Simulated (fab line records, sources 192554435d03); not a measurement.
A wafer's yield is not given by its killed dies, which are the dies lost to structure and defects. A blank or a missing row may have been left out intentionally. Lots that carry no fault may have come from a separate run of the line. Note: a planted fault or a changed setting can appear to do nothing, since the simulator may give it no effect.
fab line records | flow n5_finfet
record: lots: 7 | wafers: 18 | last_day: 18
route steps=1938 shown SD_EPI_N@294 SD_EPI_P@295 BEOL_M4@1111 PASSIVATION@1936
lots that met no fault: taken from a fault-free run of the same line
start_h: hours from the record's opening day to when the first of the lot's shown wafers began | wait_h: hours since the lot's step before | " as in the row above | L1.1+2: a row that stands for several wafers | - no value, or no start given | * or withheld: withheld | < > ~ a bound
route shown NAME@n: NAME is a module with steps in the file, n the number in the route of the first one | usual: mean/standard deviation of fault-free wafers | same: alike in all rows | chamber/n: place in a boat | sites: the reading at each site | _std_site: standard deviation of those values | _edge_site: inner sites' mean taken away from outer sites' mean | radius_mm: for every site, how far away it sits from the centre of the wafer | mask NAME#n: copy n | behind: the most recent tool/chamber to have shaped the wafer | hold: what put the lot on hold/how long, in hours/how the hold closed | device: names the non-switching transistor (n, p or np) | end of line: tests of these same wafers at the route's end | for a step that has no rows: nothing shown but its recipe | killed: the dies lost at the first sort to structure and to defects; this is not the yield of the wafer | map: a wafer's dies, x killed, . not, _ none there
set.NAME: the setting as run; set.NAME@STEP: as run at that earlier step | model.NAME: the simulator's own value behind a step, which no gauge read
a table for each step, a row for each wafer; lots at some steps of the route
services: from which hour (start_h, from the record's first day; less than 0 if before it) a tool's chamber was out of use, for how many hours, and why
== steps ==
step: N5_SD_EPI_N_INSPECT_26
recipe: inspect_instrument: darkfield | mode: post_epi
usual: raw_defect_count: 196/43
lot.wafer | tool              | chamber | start_h | wait_h | raw_defect_count
L528.1    | defect_inspect-02 | -       | 116.58  | 0.4    | 180
L528.2    | "                 | -       | "       | "      | 149
L528.4    | "                 | -       | "       | "      | 127
L530.2    | defect_inspect-02 | -       | 125.26  | 0.1    | 201
L530.4    | "                 | -       | "       | "      | 195
L530.6    | "                 | -       | "       | "      | 238
L531.2    | defect_inspect-02 | -       | 132.87  | 0.2    | 224
L531.5    | "                 | -       | "       | "      | 253
L532.2    | defect_inspect-01 | -       | 143.42  | 0.1    | 305
L532.3    | "                 | -       | "       | "      | 333
L536.2    | defect_inspect-02 | -       | 162.19  | 0.1    | 226
L536.3    | "                 | -       | "       | "      | 218
L540.1    | defect_inspect-01 | -       | 188.64  | 0.1    | 208
L540.3    | "                 | -       | "       | "      | 234
L540.5    | "                 | -       | "       | "      | 173
L541.2    | defect_inspect-01 | -       | 195.99  | 0.1    | 188
L541.3    | "                 | -       | "       | "      | 133
L541.4    | "                 | -       | "       | "      | 140
step: N5_SD_EPI_P_COAT_34
recipe: resist: SOC | temp_c: 250 | time_s: 60 | spin_rpm: 1500 | resist_thk_nm: 350
step: N5_SD_EPI_P_COAT_35
recipe: resist: SiARC | temp_c: 220 | time_s: 60 | spin_rpm: 1500 | resist_thk_nm: 35
step: N5_SD_EPI_P_COAT_03
recipe: resist: CAR-ArF-block | spin_rpm: 1500 | resist_thk_nm: 150
step: N5_SD_EPI_P_EBR_05
recipe: solvent: PGMEA | ebr_width_mm: 1.5
step: N5_SD_EPI_P_SOFTBAKE_04
recipe: temp_c: 110 | time_s: 60 | resist: CAR-ArF-block
step: N5_SD_EPI_P_EXPOSE_06
recipe: mask_id: SD_P_BLK | na: 1.35 | source_shape: conventional | sigma_outer: 0.8 | polarization: unpolarized | target_cd_nm: 240 | dose_mj: 39.5
step: N5_SD_EPI_P_PEB_07
recipe: peb_temp_c: 110 | peb_time_s: 60 | resist: CAR-ArF-block
step: N5_SD_EPI_P_DEVELOP_08
recipe: develop_time_s: 30 | developer: TMAH | resist: CAR-ArF-block | dev_temp_c: 23 | rinse_liquid: diw | dry: air_spin
step: N5_SD_EPI_P_CD_MEAS_09
recipe: target_cd_nm: 240 | landing_energy_ev: 500 | detector: se_inlens
usual: cd_nm: 240.3/0.83
lot.wafer | tool      | chamber | start_h | wait_h | cd_nm
L528.1    | cd_sem-02 | 0       | 116.85  | -      | 240.1
L528.2    | "         | 0       | "       | "      | 240.8
L528.4    | "         | 0       | "       | "      | 240.4
L530.2    | cd_sem-03 | 0       | 125.66  | -      | 240.5
L530.4    | "         | 0       | "       | "      | 240.1
L530.6    | "         | 0       | "       | "      | 239.9
L531.2    | cd_sem-01 | 0       | 133.27  | -      | 239.9
L531.5    | "         | 0       | "       | "      | 240.4
L532.2    | cd_sem-01 | 0       | 143.82  | -      | 239.6
L532.3    | "         | 0       | "       | "      | 239.8
L536.2    | cd_sem-01 | 0       | 162.58  | -      | 240.0
L536.3    | "         | 0       | "       | "      | 240.6
L540.1    | cd_sem-01 | 0       | 189.04  | -      | 239.2
L540.3    | "         | 0       | "       | "      | 240.0
L540.5    | "         | 0       | "       | "      | 239.3
L541.2    | cd_sem-01 | 0       | 196.26  | -      | 238.9
L541.3    | "         | 0       | "       | "      | 239.7
L541.4    | "         | 0       | "       | "      | 239.1
step: N5_SD_EPI_P_OVL_MEAS_10
recipe: points_per_wafer: 44
usual: SD_P_BLK_OVL: 0.3/0.7
lot.wafer | tool       | chamber | start_h | wait_h | SD_P_BLK_OVL[nm]
L528.1    | overlay-01 | 0       | 116.88  | 0.0    | 0.0
L528.2    | "          | 0       | "       | "      | 1.5
L528.4    | "          | 0       | "       | "      | 0.4
L530.2    | overlay-01 | 0       | 125.69  | 0.0    | 0.2
L530.4    | "          | 0       | "       | "      | -0.1
L530.6    | "          | 0       | "       | "      | -1.2
L531.2    | overlay-02 | 0       | 133.30  | 0.0    | 0.8
L531.5    | "          | 0       | "       | "      | -0.2
L532.2    | overlay-01 | 0       | 143.85  | 0.0    | 0.0
L532.3    | "          | 0       | "       | "      | 0.3
L536.2    | overlay-02 | 0       | 162.61  | 0.0    | 0.5
L536.3    | "          | 0       | "       | "      | 0.6
L540.1    | overlay-02 | 0       | 189.07  | 0.0    | -1.2
L540.3    | "          | 0       | "       | "      | -0.8
L540.5    | "          | 0       | "       | "      | 0.1
L541.2    | overlay-02 | 0       | 196.29  | 0.0    | -0.3
L541.3    | "          | 0       | "       | "      | 0.1
L541.4    | "          | 0       | "       | "      | -0.3
step: N5_SD_EPI_P_INSPECT_11
recipe: mode: adi | inspect_instrument: macro
usual: raw_defect_count: 2.1/1.2
lot.wafer | tool              | chamber | start_h | wait_h | raw_defect_count
L528.1    | defect_inspect-01 | -       | 116.91  | 0.0    | 1
L528.2    | "                 | -       | "       | "      | 4
L528.4    | "                 | -       | "       | "      | 2
L530.2    | defect_inspect-01 | -       | 125.71  | 0.0    | 1
L530.4    | "                 | -       | "       | "      | 1
L530.6    | "                 | -       | "       | "      | 3
L531.2    | defect_inspect-01 | -       | 133.33  | 0.0    | 1
L531.5    | "                 | -       | "       | "      | 2
L532.2    | defect_inspect-01 | -       | 143.87  | 0.0    | 2
L532.3    | "                 | -       | "       | "      | 1
L536.2    | defect_inspect-01 | -       | 162.64  | 0.0    | 1
L536.3    | "                 | -       | "       | "      | 1
L540.1    | defect_inspect-02 | -       | 189.10  | 0.0    | 2
L540.3    | "                 | -       | "       | "      | 4
L540.5    | "                 | -       | "       | "      | 1
L541.2    | defect_inspect-01 | -       | 196.31  | 0.0    | 0
L541.3    | "                 | -       | "       | "      | 2
L541.4    | "                 | -       | "       | "      | 1
step: N5_SD_EPI_P_DESCUM_14
recipe: chemistry: O2 | time_s: 7.9 | source_power_w: 50 | bias_power_w: 20 | pressure_mtorr: 20 | rf_frequency_hz: 2.712e+07 | temp_c: 40 | resist: CAR-ArF-block | o2_flow_sccm: 225
usual: chamber_pressure_mTorr: 20.000/0.019 | drypump_motor_current_A: 5.9/0.7 | o2_flow_sccm: 225.0/0.84 | oes_product_au: 0.80/0.065 | rf_vpp_V: 243.1/1.2 | showerhead_plenum_p_Torr: 2.09/0.058 | throttle_valve_pct: 20.28/0.21
lot.wafer | tool        | chamber | start_h | wait_h | chamber_pressure_mTorr | drypump_motor_current_A | o2_flow_sccm | oes_product_au | rf_hours_counter_h | rf_vpp_V | showerhead_plenum_p_Torr | throttle_valve_pct | model.CAR-ArF-block_of_SD_EPI_P_COAT_03.thk_nm
L528.1    | rie_diel-04 | 3       | 116.94  | 0.0    | 20.001                 | 6.8                     | 224.0        | 0.88           | 41                 | 242.2    | 2.05                     | 20.30              | 143.6
L528.2    | "           | 0       | "       | "      | 20.019                 | 5.3                     | 224.0        | 0.75           | 170                | 243.0    | 2.18                     | 20.31              | 144
L528.4    | "           | 1       | "       | "      | 19.949                 | 4.7                     | 225.5        | 0.77           | 135                | 244.5    | 2.19                     | 20.29              | 143.6
L530.2    | rie_diel-03 | 0       | 125.75  | 0.0    | 19.979                 | 6.4                     | 224.2        | 0.83           | 74                 | 244.0    | 2.11                     | 20.17              | 143.4
L530.4    | "           | 3       | "       | "      | 20.006                 | 6.4                     | 225.3        | 0.74           | 189                | 243.2    | 2.05                     | 20.25              | 143.4
L530.6    | "           | 3       | "       | "      | 19.967                 | 6.4                     | 224.9        | 0.74           | -                  | 243.8    | 2.05                     | 20.25              | 143.2
L531.2    | rie_diel-03 | 1       | 133.59  | 0.3    | 20.002                 | 5.4                     | 225.3        | 0.87           | 31                 | 244.5    | 2.13                     | 19.89              | 143.8
L531.5    | "           | 2       | "       | "      | 19.973                 | 6.6                     | 224.1        | 0.77           | -                  | 241.3    | 2.02                     | 20.57              | 142.8
L532.2    | rie_diel-03 | 0       | 143.99  | 0.1    | 19.982                 | 6.4                     | 225.5        | 0.82           | 80                 | 244.0    | 2.11                     | 20.18              | 143.2
L532.3    | "           | 2       | "       | "      | 20.017                 | 6.6                     | 224.4        | 0.77           | 165                | 241.5    | 2.02                     | 20.56              | 141.4
L536.2    | rie_diel-03 | 0       | 162.67  | 0.0    | 19.989                 | 6.4                     | 225.0        | 0.82           | 84                 | 243.6    | 2.11                     | 20.18              | 143.8
L536.3    | "           | 2       | "       | "      | 20.034                 | 6.7                     | 224.6        | 0.77           | 168                | 241.8    | 2.02                     | 20.59              | 142
L540.1    | rie_diel-01 | 1       | 189.46  | 0.4    | 20.029                 | 4.8                     | 227.1        | 0.70           | 200                | 241.8    | 1.98                     | 20.39              | 143.4
L540.3    | "           | 3       | "       | "      | 20.005                 | 6.4                     | 225.9        | 0.86           | 43                 | 242.5    | 2.05                     | 20.35              | 143.2
L540.5    | "           | 3       | "       | "      | 20.021                 | 6.4                     | 225.7        | 0.86           | -                  | 241.7    | 2.05                     | 20.36              | 143.4
L541.2    | rie_diel-04 | 3       | 196.35  | 0.0    | 19.984                 | 6.8                     | 224.8        | 0.83           | 67                 | 242.5    | 2.04                     | 20.36              | 143
L541.3    | "           | 2       | "       | "      | 20.005                 | 6.5                     | 224.7        | 0.90           | 21                 | 242.2    | 2.07                     | 20.25              | 143.4
L541.4    | "           | 0       | "       | "      | 19.987                 | 5.4                     | 225.1        | 0.72           | 194                | 243.0    | 2.17                     | 20.36              | 142.8
step: N5_SD_EPI_P_ETCH_36
recipe: chemistry: CF4 | target: SiARC | target_depth_a: 455 | mask_material: CAR-ArF-block | time_s: 75.8 | ion_energy_ev: 80 | pressure_mtorr: 40 | source_w: 545 | bias_w: 36 | Ar_flow_sccm: 100 | cf4_flow_sccm: 100 | ends: cleared
usual: chamber_pressure_mTorr: 40.00/0.034 | drypump_motor_current_A: 5.9/0.7 | etch_rf_on_time_s: 76.4/1.8 | oes_product_au: 0.68/0.057 | rf_vpp_V: 184.0/1.2 | showerhead_plenum_p_Torr: 2.14/0.054 | throttle_valve_pct: 15.47/0.2
lot.wafer | tool        | chamber | start_h | wait_h | chamber_pressure_mTorr | drypump_motor_current_A | etch_rf_on_time_s | oes_product_au | rf_hours_counter_h | rf_vpp_V | showerhead_plenum_p_Torr | throttle_valve_pct | model.CAR-ArF-block_of_SD_EPI_P_COAT_03.thk_nm
L528.1    | rie_diel-04 | 3       | 116.98  | 0.0    | 39.94                  | 6.7                     | 76.8              | 0.73           | 41                 | 183.6    | 2.10                     | 15.45              | 111
L528.2    | "           | 0       | "       | "      | 39.98                  | 5.3                     | 78.3              | 0.62           | 170                | 185.4    | 2.20                     | 15.47              | 111.6
L528.4    | "           | 1       | "       | "      | 40.04                  | 4.7                     | 75.7              | 0.65           | 135                | 184.9    | 2.23                     | 15.41              | 111
L530.2    | rie_diel-03 | 0       | 125.78  | 0.0    | 39.99                  | 6.4                     | 79.9              | 0.70           | 74                 | 184.7    | 2.15                     | 15.34              | 111
L530.4    | "           | 3       | "       | "      | 39.99                  | 6.4                     | 73.6              | 0.64           | 189                | 184.0    | 2.12                     | 15.61              | 110.8
L530.6    | "           | 3       | "       | "      | 40.01                  | 6.4                     | 73.4              | 0.64           | -                  | 183.8    | 2.12                     | 15.61              | 110.6
L531.2    | rie_diel-03 | 1       | 133.62  | 0.0    | 39.98                  | 5.3                     | 75.7              | 0.75           | 31                 | 185.5    | 2.18                     | 15.09              | 111.2
L531.5    | "           | 2       | "       | "      | 40.00                  | 6.6                     | 75.7              | 0.66           | -                  | 183.1    | 2.05                     | 15.67              | 110.2
L532.2    | rie_diel-03 | 0       | 144.03  | 0.0    | 39.98                  | 6.4                     | 80.1              | 0.68           | 80                 | 183.5    | 2.15                     | 15.35              | 110.6
L532.3    | "           | 2       | "       | "      | 40.01                  | 6.6                     | 76.0              | 0.66           | 165                | 183.3    | 2.05                     | 15.70              | 108.8
L536.2    | rie_diel-03 | 0       | 162.71  | 0.0    | 39.98                  | 6.4                     | 80.2              | 0.68           | 84                 | 183.2    | 2.15                     | 15.34              | 111.4
L536.3    | "           | 2       | "       | "      | 40.04                  | 6.6                     | 75.3              | 0.66           | 168                | 183.4    | 2.05                     | 15.68              | 109.6
L540.1    | rie_diel-01 | 1       | 189.49  | 0.0    | 39.95                  | 4.9                     | 79.2              | 0.60           | 200                | 182.2    | 2.04                     | 15.69              | 110.8
L540.3    | "           | 3       | "       | "      | 40.04                  | 6.4                     | 77.0              | 0.73           | 43                 | 183.4    | 2.11                     | 15.52              | 110.8
L540.5    | "           | 3       | "       | "      | 39.96                  | 6.4                     | 76.8              | 0.74           | -                  | 183.6    | 2.11                     | 15.55              | 110.8
L541.2    | rie_diel-04 | 3       | 196.38  | 0.0    | 40.03                  | 6.7                     | 76.8              | 0.71           | 67                 | 183.5    | 2.09                     | 15.50              | 110.4
L541.3    | "           | 2       | "       | "      | 39.98                  | 6.5                     | 78.5              | 0.74           | 21                 | 182.3    | 2.09                     | 15.20              | 110.8
L541.4    | "           | 0       | "       | "      | 39.94                  | 5.4                     | 78.3              | 0.60           | 194                | 185.6    | 2.20                     | 15.53              | 110.2
step: N5_SD_EPI_P_ETCH_37
recipe: chemistry: N2/H2 | target: SOC | overetch_a: 1080 | mask_material: SiARC | temp_c: 40 | ion_energy_ev: 100 | source_w: 3000 | bias_w: 133 | pressure_mtorr: 20 | time_s: 486 | n2_flow_sccm: 200 | h2_flow_sccm: 200 | ends: end_point
usual: chamber_pressure_mTorr: 19.999/0.02 | drypump_motor_current_A: 5.9/0.7 | oes_product_au: 0.72/0.058 | rf_vpp_V: 240.6/1.2 | showerhead_plenum_p_Torr: 2.53/0.076 | throttle_valve_pct: 23.66/0.27
lot.wafer | tool        | chamber | start_h | wait_h | chamber_pressure_mTorr | drypump_motor_current_A | oes_product_au | rf_hours_counter_h | rf_vpp_V | showerhead_plenum_p_Torr | throttle_valve_pct
L528.1    | rie_diel-04 | 3       | 117.03  | 0.0    | 20.035                 | 6.7                     | 0.77           | 41                 | 238.3    | 2.48                     | 23.81
L528.2    | "           | 0       | "       | "      | 19.973                 | 5.4                     | 0.66           | 170                | 242.0    | 2.65                     | 23.61
L528.4    | "           | 1       | "       | "      | 19.979                 | 4.7                     | 0.68           | 136                | 243.9    | 2.67                     | 23.82
L530.2    | rie_diel-03 | 0       | 125.84  | 0.0    | 19.985                 | 6.4                     | 0.74           | 75                 | 242.0    | 2.57                     | 23.68
L530.4    | "           | 3       | "       | "      | 20.025                 | 6.5                     | 0.66           | 189                | 240.9    | 2.53                     | 23.99
L530.6    | "           | 3       | "       | "      | 19.965                 | 6.5                     | 0.66           | -                  | 240.3    | 2.53                     | 23.99
L531.2    | rie_diel-03 | 1       | 133.68  | 0.0    | 19.988                 | 5.3                     | 0.77           | 31                 | 241.7    | 2.58                     | 23.05
L531.5    | "           | 2       | "       | "      | 19.994                 | 6.6                     | 0.69           | -                  | 239.4    | 2.42                     | 23.81
L532.2    | rie_diel-03 | 0       | 144.08  | 0.0    | 20.010                 | 6.4                     | 0.73           | 80                 | 240.8    | 2.57                     | 23.70
L532.3    | "           | 2       | "       | "      | 19.989                 | 6.7                     | 0.68           | 165                | 239.3    | 2.42                     | 23.84
L536.2    | rie_diel-03 | 0       | 162.76  | 0.0    | 19.988                 | 6.4                     | 0.73           | 84                 | 241.1    | 2.56                     | 23.72
L536.3    | "           | 2       | "       | "      | 19.981                 | 6.6                     | 0.69           | 169                | 239.1    | 2.42                     | 23.85
L540.1    | rie_diel-01 | 1       | 189.55  | 0.0    | 19.995                 | 4.9                     | 0.64           | 200                | 241.6    | 2.40                     | 23.86
L540.3    | "           | 3       | "       | "      | 19.998                 | 6.4                     | 0.78           | 44                 | 239.9    | 2.48                     | 23.77
L540.5    | "           | 3       | "       | "      | 19.986                 | 6.4                     | 0.77           | -                  | 239.2    | 2.48                     | 23.77
L541.2    | rie_diel-04 | 3       | 196.44  | 0.0    | 20.047                 | 6.8                     | 0.74           | 67                 | 239.6    | 2.47                     | 23.83
L541.3    | "           | 2       | "       | "      | 19.963                 | 6.4                     | 0.79           | 21                 | 238.8    | 2.47                     | 23.20
L541.4    | "           | 0       | "       | "      | 20.012                 | 5.4                     | 0.65           | 194                | 242.3    | 2.64                     | 23.63
step: N5_BEOL_M4_RC_MEAS_101
usual: DIBL_N: 36.3/2 | DIBL_P: 36.3/2.4 | IOFF_N: 0.16/0.034 | IOFF_P: 0.21/0.035 | ION_N: 672/12 | ION_P: 459/6.5 | SS_N: 71.6/0.67 | SS_P: 73.3/0.71 | VT_N: 250/3.5 | VT_P: -251/3
lot.wafer | tool      | chamber | start_h | wait_h | DIBL_N[mV/V] | DIBL_P[mV/V] | IOFF_N[nA/um] | IOFF_P[nA/um] | ION_N[uA/um] | ION_P[uA/um] | SS_N[mV/dec] | SS_P[mV/dec] | VT_N[mV] | VT_P[mV]
L530.2    | prober-02 | 0       | 260.28  | 0.2    | 40.1         | 40.2         | 0.22          | 0.26          | 698          | 473          | 71.9         | 73.5         | 244      | -249
L530.4    | "         | 0       | "       | "      | 38.7         | 37.5         | 0.16          | 0.21          | 667          | 456          | 72.5         | 73.5         | 250      | -251
L530.6    | "         | 0       | "       | "      | 38.3         | 36.6         | 0.15          | 0.20          | 662          | 453          | 71.8         | 73.2         | 251      | -252
L528.1    | prober-02 | 0       | 261.12  | 0.0    | 36.8         | 37.9         | 0.16          | 0.23          | 665          | 462          | 71.9         | 73.1         | 254      | -246
L528.2    | "         | 0       | "       | "      | 36.4         | 36.9         | 0.15          | 0.20          | 659          | 451          | 71.3         | 73.2         | 254      | -251
L528.4    | "         | 0       | "       | "      | 36.8         | 37.4         | 0.17          | 0.22          | 671          | 465          | 71.1         | 74.2         | 249      | -248
L531.2    | prober-01 | 0       | 261.41  | 0.2    | 38.7         | 40.3         | 0.22          | 0.28          | 682          | 465          | 73.0         | 75.1         | 249      | -242
L531.5    | "         | 0       | "       | "      | 36.1         | 38.5         | 0.17          | 0.24          | 670          | 455          | 72.0         | 75.0         | 253      | -247
L532.2    | prober-01 | 0       | 288.35  | 0.2    | 40.2         | 39.4         | 0.22          | 0.27          | 683          | 469          | 72.0         | 74.3         | 245      | -246
L532.3    | "         | 0       | "       | "      | 37.6         | 37.0         | 0.17          | 0.23          | 691          | 475          | 71.6         | 73.3         | 250      | -248
L540.1    | prober-02 | 0       | 313.61  | 0.0    | 36.3         | 35.7         | 0.15          | 0.19          | 676          | 459          | 71.8         | 73.6         | 250      | -250
L540.3    | "         | 0       | "       | "      | 37.1         | 37.6         | 0.19          | 0.22          | 690          | 469          | 71.8         | 74.6         | 248      | -247
L540.5    | "         | 0       | "       | "      | 37.9         | 38.6         | 0.20          | 0.23          | 691          | 467          | 72.2         | 74.5         | 247      | -248
L536.2    | prober-02 | 0       | 318.86  | 0.2    | 34.7         | 34.2         | 0.14          | 0.18          | 674          | 451          | 71.0         | 72.9         | 252      | -251
L536.3    | "         | 0       | "       | "      | 37.0         | 38.8         | 0.20          | 0.25          | 682          | 462          | 71.8         | 74.3         | 247      | -248
L541.2    | prober-01 | 0       | 326.54  | 0.2    | 38.5         | 39.2         | 0.23          | 0.26          | 693          | 467          | 72.8         | 73.9         | 242      | -247
L541.3    | "         | 0       | "       | "      | 37.8         | 38.4         | 0.23          | 0.26          | 685          | 459          | 72.2         | 73.7         | 243      | -247
L541.4    | "         | 0       | "       | "      | 38.6         | 39.4         | 0.23          | 0.26          | 686          | 460          | 71.8         | 74.3         | 244      | -245
step: N5_PASSIVATION_PROBE_49
usual: defect_limited_yield: 91.4/1.5 | killed_at_M0_to_M3: 33/11 | killed_at_M4_up: 14/5.3 | killed_at_contacts: 13/6.2 | killed_at_front_end: 39/13 | killed_at_other: 3.1/2.8 | killed_dies: 102/17 | killed_open: 68/13 | killed_short: 32/7.8 | sort_bin_5_function: 5.1/0.95 | sort_bin_6_memory: 3.2/0.7 | sort_n_pass: 1078/18 | sort_yield_pct: 91.3/1.5
same: gross_dies: 1180 | killed_at_back_side: 0 | sort_bin_4_leakage[%]: 0 | sort_bin_8_speed[%]: 0
lot.wafer | tool      | chamber | start_h | wait_h | defect_limited_yield[%] | killed_at_M0_to_M3 | killed_at_M4_up | killed_at_contacts | killed_at_front_end | killed_at_other | killed_dies | killed_open | killed_short | sort_bin_5_function[%] | sort_bin_6_memory[%] | sort_n_pass | sort_yield_pct[%]
L532.2    | prober-02 | -       | 393.16  | 0.1    | 91.4                    | 22                 | 11              | 8                  | 56                  | 5               | 102         | 76          | 24           | 5.3                    | 3.0                  | 1078        | 91.4
L536.3    | prober-02 | -       | 425.66  | 0.1    | 92.5                    | 38                 | 14              | 8                  | 26                  | 2               | 88          | 53          | 33           | 5.3                    | 1.9                  | 1092        | 92.5
killed by level:class
L532.2 STI_FIN_REVEAL:geometric_particle:open=19 FIN_SAQP:geometric_particle:open=15 FIN_SAQP:geometric_particle:short=8 BEOL_M3:geometric_particle:open=7 MOL_CONTACT_COAG:geometric_particle:open=6 BEOL_M2:geometric_particle:open=5 BEOL_M1:geometric_particle:open=5 GATE_CUT:geometric_particle:short=3
L536.3 BEOL_M0_SAQP:geometric_particle:open=15 BEOL_M4:geometric_particle:open=10 BEOL_M0_SAQP:geometric_particle:short=8 MOL_CONTACT_COAG:geometric_particle:open=5 FIN_SAQP:geometric_particle:short=4 BEOL_M2:geometric_particle:short=4 FIN_SAQP:geometric_particle:open=3 DUMMY_GATE:geometric_particle:short=3
== services ==
tool        | chamber | start_h | hours | kind
rie_diel-04 | 2       | 118.16  | -     | clean
rie_diel-04 | 2       | 118.16  | -     | consumable_replace:focus_ring
rie_diel-04 | 2       | 118.16  | 20.2  | scheduled_down
rie_diel-04 | 2       | 118.16  | 20.2  | vent_cycle
rie_diel-01 | 1       | 136.98  | 6.2   | repair
rie_diel-04 | 3       | 157.82  | 7.7   | repair
rie_diel-01 | 3       | 159.74  | 5.1   | repair
rie_diel-04 | 0       | 164.51  | 10.8  | repair
rie_diel-01 | 0       | 192.03  | 15.2  | repair
== key ==
first_sign none at tools or gauges
model_effect: step: N5_SD_EPI_P_DESCUM_14 | value: CAR-ArF-block_of_SD_EPI_P_COAT_03.thk_nm | without: 143.6 | struck: 142.1
model_effect: step: N5_SD_EPI_P_ETCH_36 | value: CAR-ArF-block_of_SD_EPI_P_COAT_03.thk_nm | without: 111.1 | struck: 109.5
met_at N5_SD_EPI_P_DESCUM_14
struck_wafers L531.5,L532.3,L536.3
onset_between 125.75 133.59
fault: kind: process_parameter_drift | tool: rie_diel-03 | chamber: - | onset_h: 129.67 | steps: N5_SD_EPI_P_DESCUM_14 | channel: time_s | offset: * | shape: step | end_h: 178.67 | scope: struck_wafers_only | acts_in: * | stated: *
